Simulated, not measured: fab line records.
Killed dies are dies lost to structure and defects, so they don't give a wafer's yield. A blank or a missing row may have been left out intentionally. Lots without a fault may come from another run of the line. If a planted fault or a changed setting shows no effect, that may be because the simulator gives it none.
fab line records	flow n5_finfet
record lots=24	wafers=72	last_day=18
route steps=1938 shown PMOS_HMC_CHANNEL_EPI@74 FIN_SAQP@102
lots untouched by any fault: they come from a run of this same line in which no faults occurred
start_h: start of the lot's first displayed wafer, in hours after the record's first day	wait_h: hours from the lot's prior step to this one	" identical to the entry in the row above	L1.1+2: a single row standing in for several wafers	- no value present, or no start provided	* or withheld: withheld	< > ~ a bound
route shown NAME@n: names a module that has steps shown in the file, with the first one's number in the route	usual: average and standard deviation across the fault-free wafers	same: alike in all rows	chamber/n: place in a boat	sites: the reading at each site	_std_site: how widely they spread, as a standard deviation	_edge_site: outer sites' mean less inner sites'	radius_mm: for every site, how far away it sits from the centre of the wafer	mask NAME#n: copy n	behind: the tool/chamber that last shaped the wafer	hold: why the lot went on hold/how many hours it stayed there/how the hold came to an end	device: which transistor (n, p or np) failed to switch	end of line: the route-end tests of the same wafers	a step given without rows: its recipe and nothing more	killed: not the wafer's yield, but the dies lost to structure and defects at the first sort	map: dies across one wafer; x = killed, . = not, _ = none there
set.NAME: the run value of the setting; set.NAME@STEP: its run value at that earlier step	model.NAME: the simulator's own value behind a step, which no gauge read
route steps across a sampled set of lots; one table per step, one row per wafer
services: from which hour (start_h, from the record's first day; less than 0 if before it) a tool's chamber was out of use, for how many hours, and why
## steps
# step N5_PMOS_HMC_CHANNEL_EPI_FIN_RECESS_16
# recipe chemistry=HBr/Cl2	target=Si	mask_material=SiO2	target_depth_a=540	time_s=18	pressure_mtorr=10	icp_w=800	bias_w=75	HBr_flow_sccm=150	Cl2_flow_sccm=80
# usual drypump_motor_current_A=5.6/0.49	mfc_cl2_sccm=80.00/0.21	oes_product_au=1.007/0.016	throttle_valve_pct=35.34/0.28
lot.wafer	tool	chamber	start_h	wait_h	drypump_motor_current_A	mfc_cl2_sccm	oes_product_au	rf_hours_counter_h	throttle_valve_pct
L074.2	rie_si-01	3	18.77	0.0	5.6	80.28	0.992	3	35.17
L074.3	"	1	"	"	5.7	80.04	1.009	34	35.03
L074.4	"	1	"	"	5.7	80.22	1.012	-	35.02
L075.1	rie_si-05	3	24.03	0.0	5.4	79.85	0.997	99	35.76
L075.2	"	0	"	"	5.9	80.15	1.023	131	35.50
L075.5	"	3	"	"	5.4	79.49	0.993	-	35.77
L076.2	rie_si-05	1	29.51	0.0	5.4	79.83	1.017	184	35.00
L076.4	"	3	"	"	5.4	80.06	0.987	99	35.76
L076.5	"	3	"	"	5.4	79.93	0.990	-	35.77
L077.3	rie_si-05	0	36.58	0.0	5.9	80.37	1.006	132	35.53
L077.5	"	0	"	"	5.9	80.32	1.012	-	35.51
L077.6	"	1	"	"	5.4	80.49	1.025	-	34.97
L078.1	rie_si-01	1	42.56	0.0	5.7	80.06	1.014	35	35.04
L078.4	"	3	"	"	5.6	80.14	0.995	-	35.18
L078.5	"	0	"	"	5.8	79.94	1.017	-	35.55
L079.1	rie_si-05	1	47.73	0.0	5.4	80.09	1.012	184	34.99
L079.3	"	3	"	"	5.4	79.88	0.985	100	35.77
L079.5	"	1	"	"	5.4	80.15	1.022	-	34.97
L080.2	rie_si-01	1	53.58	0.0	5.7	80.30	1.015	35	35.02
L080.5	"	1	"	"	5.7	80.15	1.012	-	35.03
L080.6	"	0	"	"	5.9	80.03	1.027	-	35.55
L081.1	rie_si-03	0	60.19	0.0	4.9	79.90	0.982	67	35.64
L081.2	"	1	"	"	6.6	79.87	1.003	61	35.18
L081.3	"	2	"	"	5.7	80.25	0.997	21	35.06
L082.1	rie_si-03	3	65.96	0.0	6.4	79.92	1.017	102	35.60
L082.3	"	2	"	"	5.7	79.87	0.984	21	35.08
L082.5	"	2	"	"	5.7	80.37	0.981	-	35.06
L083.2	rie_si-03	0	72.34	0.0	4.9	80.11	0.973	67	35.66
L083.5	"	1	"	"	6.6	80.16	0.999	-	35.22
L083.6	"	0	"	"	4.9	79.64	0.982	-	35.66
L084.1	rie_si-01	3	77.88	0.0	5.6	79.76	0.996	4	35.16
L084.3	"	1	"	"	5.7	79.85	1.004	36	35.03
L084.6	"	0	"	"	5.9	80.04	1.025	-	35.55
L085.2	rie_si-05	2	83.60	0.0	4.7	80.10	1.022	138	35.16
L085.5	"	3	"	"	5.4	79.69	0.992	-	35.75
L085.6	"	2	"	"	4.7	79.72	1.016	-	35.16
L086.3	rie_si-05	1	89.66	0.0	5.4	80.07	1.019	185	34.99
L086.4	"	2	"	"	4.7	79.97	1.020	138	35.17
L086.5	"	0	"	"	5.9	80.02	1.014	-	35.51
L087.1	rie_si-05	3	96.64	0.0	5.4	80.50	0.991	101	35.76
L087.4	"	0	"	"	5.9	80.28	1.015	133	35.52
L087.5	"	1	"	"	5.4	79.97	1.021	-	34.98
L088.2	rie_si-05	2	101.45	0.0	4.7	79.63	1.017	138	35.17
L088.3	"	1	"	"	5.4	79.73	1.012	185	34.98
L088.5	"	2	"	"	4.7	79.95	1.024	-	35.15
L089.1	rie_si-01	3	107.55	0.0	5.6	80.11	0.993	5	35.17
L089.2	"	1	"	"	5.7	80.31	1.017	37	35.01
L089.4	"	1	"	"	5.7	79.85	1.015	-	35.02
L090.1	rie_si-05	0	114.08	0.0	5.9	80.43	1.007	133	35.52
L090.2	"	3	"	"	5.4	80.20	0.985	101	35.78
L090.3	"	1	"	"	5.4	79.93	1.014	185	34.98
L091.3	rie_si-05	1	120.86	0.0	5.4	80.33	1.029	185	34.98
L091.4	"	3	"	"	5.4	79.90	0.987	101	35.75
L091.6	"	3	"	"	5.4	79.87	0.991	-	35.76
L092.4	rie_si-03	3	126.05	0.0	6.4	80.05	1.007	103	35.61
L092.5	"	3	"	"	6.4	80.37	1.018	-	35.61
L092.6	"	2	"	"	5.6	79.83	0.995	-	35.06
L093.1	rie_si-05	3	131.99	0.0	5.4	79.58	0.984	101	35.77
L093.4	"	1	"	"	5.4	79.71	1.025	186	34.97
L093.6	"	0	"	"	5.9	79.89	1.013	-	35.52
L094.1	rie_si-01	1	139.35	0.0	5.7	80.01	1.002	38	35.02
L094.2	"	3	"	"	5.6	80.05	0.979	6	35.20
L094.3	"	0	"	"	5.8	80.08	1.017	53	35.54
L095.1	rie_si-01	3	144.30	0.0	5.6	80.35	0.993	6	35.16
L095.2	"	0	"	"	5.8	80.18	1.028	53	35.53
L095.3	"	1	"	"	5.7	80.01	1.018	38	35.03
L096.1	rie_si-03	3	149.73	0.0	6.4	80.01	1.014	104	35.59
L096.3	"	0	"	"	4.9	80.48	0.974	69	35.66
L096.4	"	1	"	"	6.6	80.21	0.999	63	35.20
L097.1	rie_si-05	3	155.59	0.0	5.4	80.28	1.000	102	35.77
L097.3	"	1	"	"	5.4	80.00	1.014	186	34.99
L097.6	"	2	"	"	4.7	80.09	1.014	-	35.17
# step N5_FIN_SAQP_HM_DEP_72
# recipe material=SiO2	target_thk_a=120	temp_c=400	precursor=SiH4/N2O	pressure_torr=0.75	rf_w=275	time_s=7.2
# usual heater_power_w=773/91	showerhead_plenum_p_Torr=8.10/0.14
lot.wafer	tool	chamber	start_h	wait_h	heater_power_w	showerhead_plenum_p_Torr
L074.2	pecvd-03	2	22.08	0.0	731	8.01
L074.3	"	0	"	"	915	8.23
L074.4	"	2	"	"	763	7.99
L075.1	pecvd-04	2	27.30	0.0	939	8.07
L075.2	"	0	"	"	592	8.05
L075.5	"	0	"	"	596	8.04
L076.2	pecvd-04	1	32.79	0.0	892	8.07
L076.4	"	0	"	"	725	8.02
L076.5	"	2	"	"	820	8.07
L077.3	pecvd-02	2	39.96	0.0	727	7.98
L077.5	"	0	"	"	798	7.93
L077.6	"	1	"	"	716	8.33
L078.1	pecvd-02	1	45.71	0.0	718	8.32
L078.4	"	0	"	"	758	7.93
L078.5	"	2	"	"	725	7.99
L079.1	pecvd-04	2	51.00	0.0	894	8.06
L079.3	"	1	"	"	852	8.09
L079.5	"	1	"	"	863	8.07
L080.2	pecvd-02	2	56.73	0.0	671	7.99
L080.5	"	2	"	"	693	7.98
L080.6	"	1	"	"	680	8.33
L081.1	pecvd-04	0	64.89	0.0	607	8.02
L081.2	"	2	"	"	965	8.08
L081.3	"	1	"	"	838	8.05
L082.1	pecvd-02	2	69.13	0.0	680	7.98
L082.3	"	1	"	"	735	8.32
L082.5	"	1	"	"	746	8.33
L083.2	pecvd-03	0	75.90	0.0	887	8.21
L083.5	"	2	"	"	706	7.98
L083.6	"	1	"	"	792	8.22
L084.1	pecvd-02	2	81.28	0.0	699	7.97
L084.3	"	1	"	"	745	8.33
L084.6	"	1	"	"	747	8.32
L085.2	pecvd-03	1	87.19	0.0	782	8.19
L085.5	"	0	"	"	908	8.24
L085.6	"	1	"	"	787	8.21
L086.3	pecvd-03	1	93.76	0.1	773	8.21
L086.4	"	2	"	"	692	8.00
L086.5	"	1	"	"	798	8.20
L087.1	pecvd-02	0	100.31	0.0	758	7.95
L087.4	"	1	"	"	654	8.33
L087.5	"	2	"	"	648	8.00
L088.2	pecvd-04	1	104.82	0.0	908	8.07
L088.3	"	0	"	"	700	8.03
L088.5	"	0	"	"	699	8.04
L089.1	pecvd-04	0	110.96	0.0	677	8.04
L089.2	"	1	"	"	906	8.05
L089.4	"	2	"	"	990	8.09
L090.1	pecvd-02	0	117.32	0.0	756	7.93
L090.2	"	1	"	"	686	8.32
L090.3	"	2	"	"	733	7.99
L091.3	pecvd-02	1	124.04	0.0	726	8.34
L091.4	"	2	"	"	704	7.98
L091.6	"	1	"	"	747	8.34
L092.4	pecvd-03	1	129.43	0.1	823	8.23
L092.5	"	2	"	"	705	7.98
L092.6	"	0	"	"	799	8.23
L093.1	pecvd-02	0	136.05	0.0	824	7.93
L093.4	"	0	"	"	831	7.95
L093.6	"	1	"	"	625	8.32
L094.1	pecvd-03	1	142.79	0.0	742	8.22
L094.2	"	0	"	"	847	8.24
L094.3	"	2	"	"	810	7.99
L095.1	pecvd-02	1	147.84	0.0	731	8.31
L095.2	"	2	"	"	704	7.99
L095.3	"	0	"	"	862	7.92
L096.1	pecvd-02	1	153.10	0.0	746	8.33
L096.3	"	0	"	"	822	7.94
L096.4	"	0	"	"	825	7.96
L097.1	pecvd-03	0	158.80	0.0	920	8.23
L097.3	"	2	"	"	788	8.00
L097.6	"	1	"	"	799	8.21
# step N5_FIN_SAQP_MANDREL_ETCH_22
# recipe target_depth_a=600	chemistry=HBr/Cl2	target=a-Si	stop_on=SiNx	bt_time_s=10	over_etch_frac=0.5	time_s=30	pressure_mtorr=10	icp_w=800	bias_w=75	HBr_flow_sccm=150	Cl2_flow_sccm=80	ends=end_point
# usual drypump_motor_current_A=5.6/0.47	mfc_cl2_sccm=79.97/0.25	oes_product_au=0.776/0.011	throttle_valve_pct=35.21/0.3
# same over_etch_frac=0.5
lot.wafer	tool	chamber	start_h	wait_h	drypump_motor_current_A	mfc_cl2_sccm	oes_product_au	rf_hours_counter_h	throttle_valve_pct
L074.2	rie_si-04	3	23.20	0.0	6.2	80.38	0.774	124	35.34
L074.3	"	1	"	"	5.6	79.77	0.765	203	34.87
L074.4	"	0	"	"	5.4	79.81	0.791	56	34.85
L075.1	rie_si-06	0	28.42	0.0	4.9	80.22	0.758	18	35.03
L075.2	"	3	"	"	4.8	80.26	0.770	184	35.28
L075.5	"	1	"	"	6.4	80.25	0.794	-	35.04
L076.2	rie_si-04	1	34.22	0.0	5.5	80.01	0.763	203	34.85
L076.4	"	3	"	"	6.2	79.90	0.778	125	35.34
L076.5	"	2	"	"	5.5	79.77	0.780	-	35.52
L077.3	rie_si-04	1	40.86	0.0	5.5	79.86	0.767	203	34.85
L077.5	"	3	"	"	6.2	79.84	0.772	-	35.32
L077.6	"	2	"	"	5.5	80.38	0.769	-	35.55
L078.1	rie_si-02	0	46.54	0.0	5.2	80.27	0.778	6	35.02
L078.4	"	1	"	"	5.6	79.98	0.791	42	35.43
L078.5	"	2	"	"	5.9	79.41	0.786	-	35.09
L079.1	rie_si-02	2	51.83	0.0	6.0	80.16	0.786	96	35.10
L079.3	"	1	"	"	5.5	80.10	0.788	42	35.42
L079.5	"	1	"	"	5.5	79.73	0.793	-	35.42
L080.2	rie_si-04	2	58.29	0.0	5.5	80.06	0.763	95	35.58
L080.5	"	3	"	"	6.2	80.33	0.774	-	35.34
L080.6	"	0	"	"	5.4	80.04	0.782	-	34.84
L081.1	rie_si-06	0	65.59	0.0	4.9	79.80	0.768	19	34.98
L081.2	"	2	"	"	6.3	79.81	0.769	81	35.75
L081.3	"	3	"	"	4.8	80.04	0.768	185	35.29
L082.1	rie_si-02	0	69.96	0.0	5.3	79.91	0.785	7	35.04
L082.3	"	2	"	"	6.0	79.68	0.786	97	35.10
L082.5	"	1	"	"	5.6	80.12	0.777	-	35.45
L083.2	rie_si-02	3	76.72	0.0	5.3	80.03	0.784	125	35.49
L083.5	"	3	"	"	5.3	80.16	0.791	-	35.48
L083.6	"	0	"	"	5.3	79.91	0.797	-	35.01
L084.1	rie_si-06	3	81.98	0.0	4.8	79.90	0.763	185	35.33
L084.3	"	2	"	"	6.3	80.17	0.773	81	35.76
L084.6	"	3	"	"	4.8	80.29	0.769	-	35.31
L085.2	rie_si-04	0	88.05	0.0	5.4	79.83	0.771	57	34.86
L085.5	"	3	"	"	6.2	79.74	0.769	-	35.35
L085.6	"	0	"	"	5.4	79.86	0.781	-	34.86
L086.3	rie_si-04	0	94.58	0.0	5.4	79.87	0.777	57	34.86
L086.4	"	1	"	"	5.6	79.93	0.773	0	34.71
L086.5	"	2	"	"	5.6	80.26	0.778	-	35.53
L087.1	rie_si-04	3	101.01	0.0	6.2	79.65	0.774	126	35.35
L087.4	"	1	"	"	5.6	79.91	0.775	0	34.69
L087.5	"	0	"	"	5.4	80.49	0.788	-	34.85
L088.2	rie_si-06	1	105.80	0.0	6.4	79.83	0.778	84	35.05
L088.3	"	2	"	"	6.3	80.07	0.781	82	35.74
L088.5	"	3	"	"	4.8	80.08	0.763	-	35.31
L089.1	rie_si-04	3	112.03	0.0	6.2	80.03	0.769	126	35.34
L089.2	"	0	"	"	5.4	80.39	0.789	57	34.84
L089.4	"	2	"	"	5.6	79.57	0.774	97	35.55
L090.1	rie_si-02	2	118.53	0.0	6.0	80.37	0.781	97	35.10
L090.2	"	3	"	"	5.3	80.31	0.796	126	35.48
L090.3	"	0	"	"	5.3	79.93	0.769	8	35.03
L091.3	rie_si-06	0	124.87	0.0	4.9	79.99	0.756	20	35.03
L091.4	"	3	"	"	4.8	79.98	0.751	186	35.30
L091.6	"	1	"	"	6.4	79.76	0.784	-	35.04
L092.4	rie_si-04	2	130.40	0.0	5.5	80.32	0.773	97	35.54
L092.5	"	3	"	"	6.2	80.13	0.773	-	35.35
L092.6	"	2	"	"	5.6	79.96	0.765	-	35.56
L093.1	rie_si-04	0	136.76	0.0	5.4	80.15	0.777	58	34.86
L093.4	"	3	"	"	6.2	80.06	0.772	127	35.35
L093.6	"	1	"	"	5.5	79.98	0.776	-	34.72
L094.1	rie_si-04	0	143.62	0.0	5.4	79.47	0.779	58	34.89
L094.2	"	3	"	"	6.2	79.99	0.755	127	35.37
L094.3	"	1	"	"	5.6	80.07	0.758	1	34.76
L095.1	rie_si-06	2	148.67	0.0	6.3	79.45	0.780	83	35.78
L095.2	"	0	"	"	4.9	80.07	0.767	21	35.03
L095.3	"	1	"	"	6.4	80.09	0.781	85	35.04
L096.1	rie_si-04	3	154.52	0.0	6.2	79.40	0.761	127	35.37
L096.3	"	2	"	"	5.5	79.72	0.764	97	35.56
L096.4	"	3	"	"	6.2	80.05	0.760	-	35.36
L097.1	rie_si-02	3	159.51	0.0	5.3	79.82	0.775	126	35.47
L097.3	"	0	"	"	5.3	79.62	0.774	8	35.04
L097.6	"	2	"	"	5.9	80.10	0.797	-	35.07
# step N5_FIN_SAQP_SPACER1_ALD_24
# recipe material=SiO2	target_thk_a=203	temp_c=300	ald_precursor_family=BDEAS	ald_co_reactant=O2-plasma	pulse_time_s=1	purge_time_s=2	co_reactant_purge_time_s=2	ald_cycles=218	pressure_torr=2
# usual heater_power_w=453/46	precursor_pulse_height_rel=0.999/0.022
lot.wafer	tool	chamber	start_h	wait_h	heater_power_w	precursor_pulse_height_rel
L074.2	ald_sin-01	3	24.11	0.3	518	1.002
L074.3	"	1	"	"	391	0.996
L074.4	"	0	"	"	440	1.028
L075.1	ald_sin-03	3	29.46	0.3	489	1.018
L075.2	"	0	"	"	390	0.990
L075.5	"	2	"	"	426	1.014
L076.2	ald_sin-02	2	35.11	0.3	472	0.974
L076.4	"	1	"	"	466	1.003
L076.5	"	3	"	"	519	0.984
L077.3	ald_sin-01	2	41.77	0.1	430	0.996
L077.5	"	0	"	"	441	1.032
L077.6	"	3	"	"	509	1.040
L078.1	ald_sin-03	3	47.35	0.3	494	0.980
L078.4	"	1	"	"	370	1.000
L078.5	"	3	"	"	496	0.980
L079.1	ald_sin-01	2	52.64	0.3	447	0.995
L079.3	"	3	"	"	521	1.003
L079.5	"	3	"	"	517	1.002
L080.2	ald_sin-03	1	59.41	0.3	368	0.964
L080.5	"	0	"	"	388	0.975
L080.6	"	3	"	"	503	1.068
L081.1	ald_sin-02	1	66.96	0.7	457	0.995
L081.2	"	0	"	"	487	0.967
L081.3	"	3	"	"	525	0.988
L082.1	ald_sin-01	0	70.81	0.3	444	0.993
L082.3	"	1	"	"	390	0.989
L082.5	"	0	"	"	442	0.997
L083.2	ald_sin-01	1	78.02	0.8	396	0.992
L083.5	"	3	"	"	520	0.989
L083.6	"	2	"	"	436	1.014
L084.1	ald_sin-02	2	82.94	0.3	474	1.027
L084.3	"	3	"	"	505	0.987
L084.6	"	1	"	"	452	1.058
L085.2	ald_sin-02	2	89.46	0.7	484	1.019
L085.5	"	3	"	"	524	1.006
L085.6	"	2	"	"	472	0.978
L086.3	ald_sin-02	2	96.68	1.3	478	1.018
L086.4	"	1	"	"	455	0.947
L086.5	"	0	"	"	499	1.001
L087.1	ald_sin-02	0	101.84	0.3	493	1.024
L087.4	"	1	"	"	458	0.998
L087.5	"	0	"	"	485	1.008
L088.2	ald_sin-02	3	106.68	0.3	518	0.970
L088.3	"	0	"	"	504	1.020
L088.5	"	1	"	"	464	1.005
L089.1	ald_sin-03	2	112.87	0.3	433	0.983
L089.2	"	0	"	"	406	1.031
L089.4	"	3	"	"	490	1.004
L090.1	ald_sin-01	3	119.34	0.3	510	0.979
L090.2	"	2	"	"	428	0.986
L090.3	"	0	"	"	438	0.999
L091.3	ald_sin-03	2	126.10	0.6	443	1.011
L091.4	"	1	"	"	364	0.987
L091.6	"	1	"	"	361	0.975
L092.4	ald_sin-01	0	131.82	0.7	435	1.020
L092.5	"	1	"	"	411	0.990
L092.6	"	2	"	"	439	0.981
L093.1	ald_sin-03	2	138.35	1.1	430	0.976
L093.4	"	3	"	"	501	0.953
L093.6	"	3	"	"	489	0.957
L094.1	ald_sin-01	2	144.42	0.3	426	0.993
L094.2	"	1	"	"	410	0.990
L094.3	"	3	"	"	496	0.997
L095.1	ald_sin-03	1	149.51	0.3	360	0.961
L095.2	"	2	"	"	445	0.982
L095.3	"	3	"	"	492	1.041
L096.1	ald_sin-02	2	155.32	0.3	462	0.993
L096.3	"	1	"	"	462	1.006
L096.4	"	3	"	"	521	0.997
L097.1	ald_sin-01	2	160.91	0.3	430	0.986
L097.3	"	0	"	"	438	0.992
L097.6	"	3	"	"	520	0.977
# step N5_FIN_SAQP_ETCH_65
# recipe chemistry=CF4	target=SiO2	target_depth_a=40	ion_energy_ev=350	time_s=4.4	pressure_mtorr=10	icp_w=800	bias_w=400	cf4_flow_sccm=80
# usual cf4_flow_sccm=79.98/0.22	drypump_motor_current_A=5.6/0.45	oes_product_au=1.018/0.015	throttle_valve_pct=21.68/0.22
lot.wafer	tool	chamber	start_h	wait_h	cf4_flow_sccm	drypump_motor_current_A	oes_product_au	rf_hours_counter_h	throttle_valve_pct
L074.2	rie_si-06	2	25.69	0.1	79.56	6.3	1.017	80	22.06
L074.3	"	3	"	"	79.94	4.8	1.000	184	21.86
L074.4	"	0	"	"	80.26	4.9	1.020	18	21.45
L075.1	rie_si-06	0	30.85	0.1	80.05	4.9	1.012	18	21.45
L075.2	"	2	"	"	80.16	6.3	1.010	80	22.06
L075.5	"	2	"	"	80.32	6.3	1.002	-	22.06
L076.2	rie_si-04	0	36.47	0.1	80.13	5.4	1.033	56	21.44
L076.4	"	2	"	"	80.13	5.5	1.002	95	21.82
L076.5	"	0	"	"	80.09	5.4	1.031	-	21.44
L077.3	rie_si-04	3	42.84	0.1	79.91	6.2	1.016	125	21.85
L077.5	"	3	"	"	79.56	6.2	1.010	-	21.83
L077.6	"	0	"	"	79.91	5.3	1.024	-	21.45
L078.1	rie_si-02	1	48.42	0.1	80.24	5.5	1.026	42	21.88
L078.4	"	0	"	"	79.81	5.3	1.030	6	21.61
L078.5	"	2	"	"	79.64	5.9	1.035	-	21.54
L079.1	rie_si-06	0	53.71	0.1	80.16	4.9	1.008	19	21.44
L079.3	"	1	"	"	79.80	6.4	1.039	83	21.54
L079.5	"	3	"	"	79.94	4.7	1.001	-	21.87
L080.2	rie_si-04	0	60.85	0.1	79.74	5.4	1.009	56	21.44
L080.5	"	3	"	"	79.90	6.2	0.998	-	21.83
L080.6	"	2	"	"	79.96	5.5	1.010	-	21.83
L081.1	rie_si-06	2	68.21	0.1	79.95	6.3	1.027	81	22.06
L081.2	"	1	"	"	80.28	6.4	1.039	83	21.55
L081.3	"	3	"	"	80.27	4.8	0.999	185	21.88
L082.1	rie_si-06	3	72.03	0.1	80.32	4.8	1.002	185	21.88
L082.3	"	0	"	"	80.44	4.9	1.007	19	21.47
L082.5	"	2	"	"	79.48	6.3	1.009	-	22.05
L083.2	rie_si-04	1	79.09	0.1	80.23	5.5	0.992	0	21.27
L083.5	"	1	"	"	79.95	5.6	1.004	-	21.28
L083.6	"	0	"	"	79.67	5.4	1.018	-	21.43
L084.1	rie_si-02	3	84.09	0.1	79.90	5.3	1.015	125	21.85
L084.3	"	0	"	"	80.16	5.3	1.019	7	21.62
L084.6	"	2	"	"	79.79	5.9	1.025	-	21.52
L085.2	rie_si-04	3	90.53	0.1	80.01	6.3	1.011	126	21.84
L085.5	"	0	"	"	80.02	5.4	1.030	-	21.43
L085.6	"	1	"	"	79.71	5.6	0.990	-	21.26
L086.3	rie_si-02	1	97.81	0.1	80.32	5.6	1.036	43	21.88
L086.4	"	3	"	"	79.76	5.3	1.027	125	21.87
L086.5	"	3	"	"	79.70	5.3	1.024	-	21.85
L087.1	rie_si-02	3	103.01	0.1	80.06	5.3	1.027	125	21.86
L087.4	"	1	"	"	79.69	5.6	1.032	43	21.89
L087.5	"	2	"	"	79.67	5.9	1.025	-	21.50
L088.2	rie_si-04	3	107.75	0.1	79.77	6.2	0.999	126	21.84
L088.3	"	0	"	"	80.26	5.4	1.026	57	21.44
L088.5	"	3	"	"	79.76	6.2	0.998	-	21.84
L089.1	rie_si-02	1	113.94	0.1	79.83	5.5	1.024	43	21.89
L089.2	"	0	"	"	80.64	5.3	1.029	8	21.59
L089.4	"	3	"	"	79.95	5.3	1.011	126	21.87
L090.1	rie_si-04	2	120.41	0.1	79.97	5.5	1.009	97	21.82
L090.2	"	3	"	"	79.99	6.2	1.021	126	21.83
L090.3	"	0	"	"	79.90	5.4	1.032	57	21.46
L091.3	rie_si-02	0	127.22	0.1	80.15	5.3	1.035	8	21.61
L091.4	"	2	"	"	79.73	5.9	1.037	98	21.54
L091.6	"	2	"	"	79.97	5.9	1.040	-	21.52
L092.4	rie_si-02	2	133.10	0.1	79.71	5.9	1.033	98	21.54
L092.5	"	0	"	"	79.95	5.3	1.016	-	21.62
L092.6	"	1	"	"	79.93	5.5	1.031	-	21.88
L093.1	rie_si-02	0	139.42	0.1	79.80	5.2	1.033	8	21.62
L093.4	"	1	"	"	79.71	5.5	1.045	43	21.89
L093.6	"	2	"	"	79.88	5.9	1.043	-	21.55
L094.1	rie_si-02	1	145.77	0.1	79.91	5.6	1.045	44	21.88
L094.2	"	3	"	"	80.16	5.3	1.015	126	21.86
L094.3	"	2	"	"	80.20	5.9	1.030	98	21.52
L095.1	rie_si-04	0	150.60	0.1	79.90	5.4	1.032	58	21.44
L095.2	"	2	"	"	80.34	5.5	1.002	97	21.84
L095.3	"	3	"	"	79.97	6.2	1.004	127	21.84
L096.1	rie_si-02	3	156.60	0.1	79.87	5.3	1.013	126	21.86
L096.3	"	2	"	"	79.68	5.9	1.020	98	21.54
L096.4	"	1	"	"	79.84	5.5	1.031	44	21.89
L097.1	rie_si-04	0	162.10	0.1	80.22	5.4	1.027	58	21.44
L097.3	"	2	"	"	79.87	5.5	0.999	97	21.83
L097.6	"	1	"	"	79.94	5.5	0.990	-	21.27
# step N5_FIN_SAQP_CD_MEAS_31
# recipe target_cd_nm=8	landing_energy_ev=1000	detector=se_inlens	polarity=line
# usual cd_nm=8.09/0.21
lot.wafer	tool	chamber	start_h	wait_h	cd_nm
L074.2	cd_sem-01	0	27.15	0.1	7.91
L074.3	"	0	"	"	8.03
L074.4	"	0	"	"	7.96
L075.1	cd_sem-03	0	32.71	0.1	7.98
L075.2	"	0	"	"	7.83
L075.5	"	0	"	"	8.27
L076.2	cd_sem-03	0	38.36	0.1	7.98
L076.4	"	0	"	"	8.09
L076.5	"	0	"	"	7.85
L077.3	cd_sem-03	0	44.34	0.1	7.98
L077.5	"	0	"	"	7.86
L077.6	"	0	"	"	8.21
L078.1	cd_sem-02	0	50.10	0.1	7.69
L078.4	"	0	"	"	8.22
L078.5	"	0	"	"	7.93
L079.1	cd_sem-03	0	55.48	0.1	8.49
L079.3	"	0	"	"	7.86
L079.5	"	0	"	"	8.01
L080.2	cd_sem-02	0	62.57	0.1	7.92
L080.5	"	0	"	"	8.09
L080.6	"	0	"	"	8.05
L081.1	cd_sem-03	0	69.60	0.1	7.76
L081.2	"	0	"	"	7.86
L081.3	"	0	"	"	8.17
L082.1	cd_sem-02	0	73.50	0.1	7.97
L082.3	"	0	"	"	8.09
L082.5	"	0	"	"	7.89
L083.2	cd_sem-01	0	80.49	0.1	7.95
L083.5	"	0	"	"	8.08
L083.6	"	0	"	"	8.29
L084.1	cd_sem-01	0	85.53	0.1	8.34
L084.3	"	0	"	"	7.83
L084.6	"	0	"	"	7.91
L085.2	cd_sem-01	0	93.10	0.1	8.25
L085.5	"	0	"	"	8.61
L085.6	"	0	"	"	8.31
L086.3	cd_sem-01	0	99.57	0.1	7.99
L086.4	"	0	"	"	8.02
L086.5	"	0	"	"	8.23
L087.1	cd_sem-01	0	104.40	0.1	8.17
L087.4	"	0	"	"	8.00
L087.5	"	0	"	"	8.36
L088.2	cd_sem-03	0	109.35	0.1	7.95
L088.3	"	0	"	"	8.05
L088.5	"	0	"	"	7.97
L089.1	cd_sem-03	0	115.36	0.1	8.01
L089.2	"	0	"	"	8.02
L089.4	"	0	"	"	8.03
L090.1	cd_sem-01	0	121.92	0.1	8.29
L090.2	"	0	"	"	8.22
L090.3	"	0	"	"	7.81
L091.3	cd_sem-03	0	128.61	0.1	8.24
L091.4	"	0	"	"	7.98
L091.6	"	0	"	"	8.15
L092.4	cd_sem-01	0	134.69	0.1	8.02
L092.5	"	0	"	"	8.05
L092.6	"	0	"	"	7.87
L093.1	cd_sem-02	0	140.96	0.1	8.04
L093.4	"	0	"	"	8.11
L093.6	"	0	"	"	8.33
L094.1	cd_sem-02	0	147.76	0.1	7.89
L094.2	"	0	"	"	8.28
L094.3	"	0	"	"	7.88
L095.1	cd_sem-01	0	152.08	0.1	7.81
L095.2	"	0	"	"	7.86
L095.3	"	0	"	"	7.89
L096.1	cd_sem-01	0	157.99	0.1	8.31
L096.3	"	0	"	"	7.85
L096.4	"	0	"	"	8.25
L097.1	cd_sem-01	0	164.08	0.1	8.07
L097.3	"	0	"	"	8.39
L097.6	"	0	"	"	8.28
## services
tool	chamber	start_h	hours	kind
pecvd-02	2	-4.36	5.5	repair
rie_si-01	2	-2.98	151.0	repair
ald_sin-02	1	-2.65	15.3	repair
pecvd-03	1	1.56	27.8	repair
pecvd-04	-	5.51	2.6	repair
ald_sin-02	-	17.97	0.8	repair
rie_si-01	-	28.92	0.3	repair
rie_si-03	1	30.33	3.7	repair
rie_si-03	1	42.50	6.6	repair
rie_si-01	0	43.03	8.7	repair
rie_si-01	3	43.63	6.1	repair
rie_si-06	-	45.21	0.7	repair
rie_si-05	-	50.45	2.0	repair
rie_si-04	1	58.11	-	clean
rie_si-05	0	69.11	4.8	repair
pecvd-02	-	71.35	0.6	repair
pecvd-03	-	79.37	2.8	repair
ald_sin-01	-	85.31	14.0	pm
pecvd-04	0	91.93	6.3	repair
rie_si-06	0	98.38	8.0	repair
ald_sin-01	-	99.31	2.8	pm
pecvd-04	-	147.46	1.8	repair
rie_si-04	1	152.54	3.5	repair
ald_sin-03	-	153.63	2.8	pm
## key
fault none
